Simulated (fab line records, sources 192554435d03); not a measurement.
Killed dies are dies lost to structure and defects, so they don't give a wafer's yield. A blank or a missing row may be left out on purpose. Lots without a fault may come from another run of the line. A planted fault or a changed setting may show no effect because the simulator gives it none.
Chamber matching | flow n5_finfet | N5_BEOL_M9_ETCH_62 on rie_diel-06: 4 sister chambers
The step etches SOC in N2/H2, target depth 110 nm, overetch 22 nm, time 165 s. 14 wafers are shown with their chamber, then 7 later ones without.

WAFERS WITH THEIR CHAMBER
wafer  | chamber | showerhead_plenum_p_Torr (Torr) | drypump_motor_current_A (A) | throttle_valve_pct (%)
L074.2 | 2       | 2.62                            | 6.3                         | 18.20
L074.3 | 0       | 2.66                            | 6.1                         | 17.52
L074.6 | 1       | 2.54                            | 5.3                         | 18.24
L078.2 | 0       | 2.66                            | 6.1                         | 17.52
L078.3 | 2       | 2.62                            | 6.3                         | 18.19
L078.6 | 1       | 2.54                            | 5.3                         | 18.22
L082.1 | 0       | 2.65                            | 6.2                         | 17.52
L082.2 | 1       | 2.53                            | 5.4                         | 18.23
L082.5 | 1       | 2.53                            | 5.4                         | 18.27
L088.1 | 3       | 2.40                            | 5.7                         | 17.95
L088.2 | 0       | 2.64                            | 6.1                         | 17.57
L088.4 | 2       | 2.61                            | 6.3                         | 17.81
L087.2 | 3       | 2.40                            | 5.7                         | 17.95
L087.3 | 2       | 2.61                            | 6.3                         | 17.79

SIGNATURES (means of the wafers above)
reading                  | chamber 0 | chamber 1 | chamber 2 | chamber 3 | scatter within a chamber
showerhead_plenum_p_Torr | 2.6525    | 2.5350    | 2.6150    | 2.4000    | 0.00689
drypump_motor_current_A  | 6.125     | 5.350     | 6.300     | 5.700     | 0.0418
throttle_valve_pct       | 17.5325   | 18.2400   | 17.9975   | 17.9500   | 0.126
Rule: a wafer's distance from a chamber is the root of the sum, over the readings, of the square of ((its reading less the chamber's mean) divided by the reading's scatter). The wafer belongs to the nearest chamber; if the next one is less than 2 further off, it can't be placed. The scatter: the root of (the sum of the squares of (reading less its chamber's mean) over the shown wafers, divided by (wafers less chambers)).

WAFERS WITHOUT THEIR CHAMBER
wafer  | showerhead_plenum_p_Torr (Torr) | drypump_motor_current_A (A) | throttle_valve_pct (%)
L087.5 | 2.61                            | 6.3                         | 17.81
L090.1 | 2.61                            | 6.3                         | 17.82
L090.5 | 2.64                            | 6.1                         | 17.58
L090.6 | 2.53                            | 5.4                         | 18.30
L093.1 | 2.39                            | 5.7                         | 17.95
L093.3 | 2.64                            | 6.1                         | 17.59
L093.5 | 2.60                            | 6.3                         | 17.82

WHICH CHAMBER EACH WENT THROUGH
wafer  | from the rows above | in truth
L087.5 | 2                   | 2
L090.1 | 2                   | 2
L090.5 | 0                   | 0
L090.6 | 1                   | 1
L093.1 | 3                   | 3
L093.3 | 0                   | 0
L093.5 | 2                   | 2
Placed correctly: 7 of 7. Can't be placed from these rows: 0. Placed wrongly: 0.
